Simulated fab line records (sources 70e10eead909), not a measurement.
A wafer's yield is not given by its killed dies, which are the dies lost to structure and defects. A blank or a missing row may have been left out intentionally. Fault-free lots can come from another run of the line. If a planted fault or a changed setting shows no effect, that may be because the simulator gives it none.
Struck lot and sound lot, side by side | flow nand-harc | 41 steps out of a route of 1302
Sound: these wafers, L847.1, L847.2, L847.4. Wafers L859.2, L859.5, L859.6 were the ones struck. Last of all comes the cause.
Per side, at each step with rows, come the tool, then ch with its chambers, and then its first start. Under that, the readings that differ: sound wafers | struck wafers | difference of the means | sigmas: that difference in standard deviations of wafers without a fault.
alike: a reading whose means differ by less than 2 such deviations, as well as words and numbers matching on both sides. not compared: withheld readings; readings where some wafer has no value; bounds like >300 that might hide an equal value; numbers whose values overlap and for which the record gives no deviation.
A row with sigmas, a row that says differs or no value, or rows on one side alone: a step with any of these is where the two part. When numbers do not overlap yet have no deviation, they are printed without sigmas and do not part them. Lack of a reading on every wafer of one side parts them only where that side has two or more wafers.

first, 7 steps without rows for these wafers: NHARC_A_SGD_CUT_COAT_57 (time 65 s); NHARC_A_SGD_CUT_COAT_03 (resist thk 90 nm); NHARC_A_SGD_CUT_SOFTBAKE_04 (time 55 s); NHARC_A_SGD_CUT_EBR_05; NHARC_A_SGD_CUT_EXPOSE_06 (exposes mask SGD); NHARC_A_SGD_CUT_PEB_07 (peb time 65 s); NHARC_A_SGD_CUT_DEVELOP_08 (develop time 35 s).
NHARC_A_SGD_CUT_CD_MEAS_09 targets a cd of 100 nm.
  sound on cd-sem-03 ch 0, day 21 05:47; struck on cd-sem-03 ch 0, day 25 21:28
  alike: cd-nm
NHARC_A_SGD_CUT_OVL_MEAS_10:
  sound: overlay-02 at day 21 05:52; struck: overlay-02 at day 25 21:33
  reading           | sound       | struck         | difference | sigmas
  overlay-x-nm (nm) | 0.8 0.9 1.0 | -1.6 -1.2 -1.4 | -2.3       | -2
  alike: overlay-y-nm
NHARC_A_SGD_CUT_INSPECT_11:
  sound: defect-inspect-02 at day 21 05:55; struck: defect-inspect-02 at day 25 21:35
  alike: raw-defect-count
then, 1 step without rows for these wafers: NHARC_A_SGD_CUT_DESCUM_14 (chemistry O2, time 3 s).
NHARC_A_SGD_CUT_ETCH_58: etches the open film in CF4, target depth 39 nm, time 65 s.
  sound on rie-diel-10 ch 0,1,3, day 21 06:04; struck on rie-diel-06 ch 2,3, day 25 21:44
  alike: cf4-flow-sccm, drypump-motor-current-A, oes-product-au, rf-vpp-V, showerhead-plenum-p-Torr, throttle-valve-pct
  not compared: rf-hours-counter-h
NHARC_A_SGD_CUT_ETCH_59: etches the open film in N2/H2, target depth 260 nm, time 406.25 s.
  sound on rie-diel-10 ch 0,1,3, day 21 06:11; struck on rie-diel-06 ch 2,3, day 25 21:52
  alike: drypump-motor-current-A, oes-product-au, rf-vpp-V, showerhead-plenum-p-Torr, throttle-valve-pct
  not compared: rf-hours-counter-h
NHARC_A_SGD_CUT_ETCH_15: etches the open film in CH3F/O2, target depth 75 nm, time 64.3 s.
  sound: rie-diel-10 ch 0,1,2; struck: rie-diel-06 ch 1,2
  alike: drypump-motor-current-A, oes-product-au, rf-vpp-V, showerhead-plenum-p-Torr, throttle-valve-pct
  not compared: rf-hours-counter-h
NHARC_A_SGD_CUT_ETCH_16: etches the open film in C4F8/O2/Ar, target depth 310.5 nm, time 155.2 s.
  sound: rie-diel-10 ch 1,2,3; struck: rie-diel-06 ch 0,2,3
  alike: oes-product-au, rf-vpp-V
  not compared: rf-hours-counter-h
then, 1 step without rows for these wafers: NHARC_A_SGD_CUT_STRIP_60 (strips in C4F8/O2/Ar).
NHARC_A_SGD_CUT_STRIP_17: strips in O2.
  sound: rie-diel-10 ch 0,1,3; struck: rie-diel-06 ch 0,3
  alike: drypump-motor-current-A, oes-product-au, rf-vpp-V, showerhead-plenum-p-Torr, throttle-valve-pct
  not compared: rf-hours-counter-h
then, 5 steps without rows for these wafers: NHARC_A_SGD_CUT_PRECLEAN_18 (cleans in SC1); NHARC_A_SGD_CUT_SRD_19; NHARC_A_SGD_CUT_DEP_20 (deposits SiO2, target thk 150 nm); NHARC_A_SGD_CUT_ANNEAL_27 (time 1800 s); NHARC_A_SGD_CUT_CMP_21 (polishes, target thk 148.19 nm).
NHARC_A_SGD_CUT_THK_MEAS_22: measures by ellipsometry.
  sound: film-metro-01 at day 21 13:26; struck: film-metro-01 at day 26 02:13
  alike: thk-nm
then, 4 steps without rows for these wafers: NHARC_A_SGD_CUT_SRD_23; NHARC_A_SGD_CUT_ETCH_26 (etches SiO2 in dHF, target depth 45.8 nm); NHARC_A_SGD_CUT_ETCHBACK_24 (etches the open film in CH3F/O2, target depth 50 nm, time 92.857 s); NHARC_A_SGD_CUT_STRIP_28 (strips in O2, time 20 s).
NHARC_A_SLIT_DEP_25: deposits SiO2, target thk 200 nm.
  sound on pecvd-03 ch 0,1, day 21 13:58; struck on pecvd-04 ch 0,1,2, day 26 03:11
  alike: heater-power-w, throttle-valve-pct
  not compared: since-wet-clean-h
then, 10 steps without rows for these wafers: NHARC_A_SLIT_DEP_00 (deposits aC, target thk 6200 nm); NHARC_A_SLIT_DEP_23 (deposits SiON, target thk 100 nm); NHARC_A_SLIT_DEHYDRATE_01 (time 120 s); NHARC_A_SLIT_HMDS_02 (time 30 s); NHARC_A_SLIT_COAT_03 (resist thk 90 nm); NHARC_A_SLIT_SOFTBAKE_04 (time 55 s); NHARC_A_SLIT_EBR_05; NHARC_A_SLIT_EXPOSE_06 (exposes mask SLIT); NHARC_A_SLIT_PEB_07 (peb time 65 s); NHARC_A_SLIT_DEVELOP_08 (develop time 35 s).
NHARC_A_SLIT_CD_MEAS_09 targets a cd of 300 nm.
  sound on cd-sem-01 ch 0, day 21 23:05; struck on cd-sem-02 ch 0, day 26 07:59
  alike: cd-nm
NHARC_A_SLIT_OVL_MEAS_10:
  sound: overlay-02 at day 21 23:10; struck: overlay-02 at day 26 08:04
  alike: overlay-x-nm, overlay-y-nm
-- break in the record here, with 5 days between the starts of the struck wafers on either side (left off in module A_SLIT, picked up again in module END, where the first step shown is number 1302 on the route) --
NHARC_END_SORT_01:
  only the struck wafers appear in the record here, on prober-02 ch 0 at day 31 08:38; the sound ones have no rows

WHERE THEY PART
Last at NHARC_END_SORT_01 as far as this record goes, first at NHARC_A_SGD_CUT_OVL_MEAS_10.

WHY: what the simulator had put in
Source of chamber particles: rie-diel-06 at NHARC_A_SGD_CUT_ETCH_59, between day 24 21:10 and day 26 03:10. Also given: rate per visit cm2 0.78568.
